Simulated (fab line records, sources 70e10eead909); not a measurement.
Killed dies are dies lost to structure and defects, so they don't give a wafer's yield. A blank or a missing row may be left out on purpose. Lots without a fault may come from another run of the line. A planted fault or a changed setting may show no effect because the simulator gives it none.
Which tool did it? | flow nand_harc | 13 lots, 39 wafers sampled, at 5 steps of a route of 1159

WHAT THE GAUGES READ, wafer by wafer
NHARC_END_SORT_01.
lot  | measured     | on        | killed_at_array | killed_at_other | killed_at_periphery | killed_dies | killed_open | killed_short
L348 | day 23 14:29 | prober-01 | 32              | 0               | 5                   | 37          | 6           | 2

WHICH TOOL RAN EACH LOT (tool, then ch and the chambers of the sampled wafers, then the start)
lot  | NHARC_A_STAIRCASE_ETCH_194                    | NHARC_A_STAIRCASE_EXPOSE_214      | NHARC_A_STAIRCASE_TRIM_222                  | NHARC_A_STAIRCASE_ETCH_223
L331 | rie_diel-12 ch 1,3, day 11 06:50 or earlier   | krf_scanner-02 ch 0, day 11 06:50 | rie_diel-08 ch 1,3, no start                | rie_diel-08 ch 1,3, no start
L332 | rie_diel-08 ch 1,2, day 11 09:46 or earlier   | krf_scanner-04 ch 0, day 11 09:46 | rie_diel-12 ch 2,3, no start                | rie_diel-12 ch 0,3, no start
L333 | rie_diel-12 ch 2,3, day 11 17:17 or earlier   | krf_scanner-02 ch 0, day 11 17:17 | rie_diel-08 ch 0,3, no start                | rie_diel-08 ch 1,3, no start
L334 | rie_diel-08 ch 0,1, day 12 00:43 or earlier   | krf_scanner-03 ch 0, day 12 00:43 | rie_diel-08 ch 0,1,3, no start              | rie_diel-08 ch 0,1, no start
L337 | rie_diel-08 ch 0,1,3, day 12 07:04 or earlier | krf_scanner-04 ch 0, day 12 07:04 | rie_diel-06 ch 0,1,2, no start              | rie_diel-06 ch 1,3, no start
L336 | rie_diel-08 ch 0,1,3, day 12 08:22 or earlier | krf_scanner-04 ch 0, day 12 08:22 | rie_diel-06 ch 2,3, no start                | rie_diel-06 ch 0,3, no start
L339 | rie_diel-12 ch 0,1, day 12 19:39 or earlier   | krf_scanner-04 ch 0, day 12 19:39 | rie_diel-08 ch 0,1,2, no start              | rie_diel-08 ch 1,3, no start
L342 | rie_diel-12 ch 1,2,3, day 13 13:54            | krf_scanner-02 ch 0, day 13 16:20 | rie_diel-12 ch 0,2,3, no start              | rie_diel-12 ch 2,3, no start
L341 | rie_diel-12 ch 0,3, day 13 18:31 or earlier   | krf_scanner-04 ch 0, day 13 18:31 | rie_diel-12 ch 0,1,3, no start              | rie_diel-12 ch 2,3, no start
L348 | rie_diel-12 ch 0,2, day 15 09:47 or earlier   | krf_scanner-04 ch 0, day 15 09:47 | rie_diel-06 ch 0,3, day 23 14:29 or earlier | rie_diel-06 ch 0,2, day 23 14:29 or earlier
L351 | rie_diel-06 ch 0,1, day 15 23:49 or earlier   | krf_scanner-04 ch 0, day 15 23:49 | rie_diel-08 ch 0,1,2, no start              | rie_diel-08 ch 0,2, no start
L354 | rie_diel-06 ch 0,1,2, day 16 16:15 or earlier | krf_scanner-02 ch 0, day 16 16:15 | rie_diel-12 ch 0,1,3, no start              | rie_diel-12 ch 0,1, no start
L353 | rie_diel-06 ch 1,2,3, day 16 22:44 or earlier | krf_scanner-03 ch 0, day 16 22:44 | rie_diel-08 ch 0,1,3, no start              | rie_diel-08 ch 1,2, no start
- NHARC_A_STAIRCASE_ETCH_194: etches the open film in C4F8/O2, target depth 100 nm, time 40.5 s.
- NHARC_A_STAIRCASE_EXPOSE_214: exposes mask STAIR 3.
- NHARC_A_STAIRCASE_TRIM_222: chemistry O2, time 211.2 s.
- NHARC_A_STAIRCASE_ETCH_223: etches the open film in C4F8/O2, target depth 100 nm, time 40.5 s.

WHAT THE TOOLS THEMSELVES READ (means of the sampled wafers that have a number; where no wafer has one, the mark that the record gives instead)
NHARC_A_STAIRCASE_ETCH_194.
lot  | tool        | oes_product_au (a.u.) | rf_vpp_V (V)
L331 | rie_diel-12 | 0.937                 | 895
L332 | rie_diel-08 | 0.945                 | 893
L333 | rie_diel-12 | 0.955                 | 895
L334 | rie_diel-08 | 0.955                 | 899
L337 | rie_diel-08 | 0.928                 | 896
L336 | rie_diel-08 | 0.936                 | 896
L339 | rie_diel-12 | 0.919                 | 899
L342 | rie_diel-12 | 0.991                 | 896
L341 | rie_diel-12 | 0.925                 | 894
L348 | rie_diel-12 | 0.915                 | 896
L351 | rie_diel-06 | 0.942                 | 898
L354 | rie_diel-06 | 0.946                 | 897
L353 | rie_diel-06 | 0.941                 | 899

NHARC_A_STAIRCASE_EXPOSE_214.
lot  | tool           | exposure_dose_mJ_cm2
L331 | krf_scanner-02 | 31.30
L332 | krf_scanner-04 | 31.28
L333 | krf_scanner-02 | 31.22
L334 | krf_scanner-03 | 31.26
L337 | krf_scanner-04 | 31.23
L336 | krf_scanner-04 | 31.27
L339 | krf_scanner-04 | 31.23
L342 | krf_scanner-02 | 31.29
L341 | krf_scanner-04 | 31.28
L348 | krf_scanner-04 | 28.10
L351 | krf_scanner-04 | 28.12
L354 | krf_scanner-02 | 31.26
L353 | krf_scanner-03 | 31.26

NHARC_A_STAIRCASE_TRIM_222.
lot  | tool        | drypump_motor_current_A (A) | oes_product_au (a.u.) | rf_vpp_V (V) | showerhead_plenum_p_Torr (Torr) | throttle_valve_pct (%)
L331 | rie_diel-08 | 5.7                         | 0.989                 | 58.1         | 3.55                            | 17.041
L332 | rie_diel-12 | 5.2                         | 1.004                 | 57.9         | 3.50                            | 17.027
L333 | rie_diel-08 | 5.4                         | 1.000                 | 56.1         | 3.45                            | 17.042
L334 | rie_diel-08 | 5.9                         | 1.005                 | 58.1         | 3.53                            | 17.034
L337 | rie_diel-06 | 5.8                         | 1.001                 | 57.6         | 3.58                            | 17.032
L336 | rie_diel-06 | 6.1                         | 1.010                 | 58.6         | 3.65                            | 17.036
L339 | rie_diel-08 | 6.1                         | 0.999                 | 57.7         | 3.48                            | 17.031
L342 | rie_diel-12 | 5.4                         | 1.002                 | 57.3         | 3.49                            | 17.031
L341 | rie_diel-12 | 5.5                         | 0.990                 | 58.2         | 3.53                            | 17.036
L348 | rie_diel-06 | 5.9                         | 0.989                 | 58.4         | 3.59                            | 17.040
L351 | rie_diel-08 | 6.0                         | 1.004                 | 58.5         | 3.46                            | 17.037
L354 | rie_diel-12 | 5.5                         | 0.984                 | 58.2         | 3.52                            | 17.037
L353 | rie_diel-08 | 5.9                         | 1.006                 | 57.5         | 3.51                            | 17.038

NHARC_A_STAIRCASE_ETCH_223.
lot  | tool        | oes_product_au (a.u.) | rf_vpp_V (V)
L331 | rie_diel-08 | 0.929                 | 896
L332 | rie_diel-12 | 0.926                 | 895
L333 | rie_diel-08 | 0.937                 | 900
L334 | rie_diel-08 | 0.927                 | 896
L337 | rie_diel-06 | 0.946                 | 900
L336 | rie_diel-06 | 0.957                 | 897
L339 | rie_diel-08 | 0.941                 | 899
L342 | rie_diel-12 | 0.935                 | 895
L341 | rie_diel-12 | 0.925                 | 893
L348 | rie_diel-06 | 0.935                 | 896
L351 | rie_diel-08 | 0.933                 | 888
L354 | rie_diel-12 | 0.924                 | 897
L353 | rie_diel-08 | 0.935                 | 897

THE ANSWER, worked out from the rows above alone
Rule: what is usual is taken from the lots themselves. Put in order of their means at a reading, lots are off if they are a third of the lots or fewer, leave a main group of 4 or more, and stand apart from it by a gap of 3 or more times the standard deviation of the main group's means; of several such gaps the widest counts. A main group whose means are all the same, to the digits that the tables above print for the reading, isn't used. A lot without any number at a reading at which 4 lots or more have one is off too. The other lots that the step has rows for count as sound. The gauges are gone through in route order, then the tools' own readings, and for those a lot's mean is taken as printed above. The first step at which some lot is off is used, and at that step the reading that is off furthest; a lot without a number counts as furthest.
Off: L348, L351, at NHARC_A_STAIRCASE_EXPOSE_214 (exposure_dose_mJ_cm2). The main group: mean 31.26, standard deviation 0.025.
A tool fits if, at that step or a process step before it, it ran every lot that is off, and no sound lot after the first of them. NHARC_A_STAIRCASE_ETCH_194 gives no start for some lots, so the hours and the order of its lots are those of NHARC_A_STAIRCASE_EXPOSE_214. One fits: krf_scanner-04 at NHARC_A_STAIRCASE_EXPOSE_214. Its last sound lot is L341 (day 13 18:31), its first lot that is off L348 (day 15 09:47): a fault that began between those two fits.
The tool's own readings at NHARC_A_STAIRCASE_EXPOSE_214 bear it out: on the lots that are off they differ by more than 5 times the standard deviation of the sound lots' means. exposure_dose_mJ_cm2 reads 28.11 there against 31.26 on the sound lots.

WHAT THE SIMULATOR HAD PUT IN
Process parameter drift: krf_scanner-04, from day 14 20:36 on, at NHARC_A_STAIRCASE_EXPOSE_214. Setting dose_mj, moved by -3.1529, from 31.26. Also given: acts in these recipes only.
Lots struck among those shown: L348, L351. The rule above found the same.
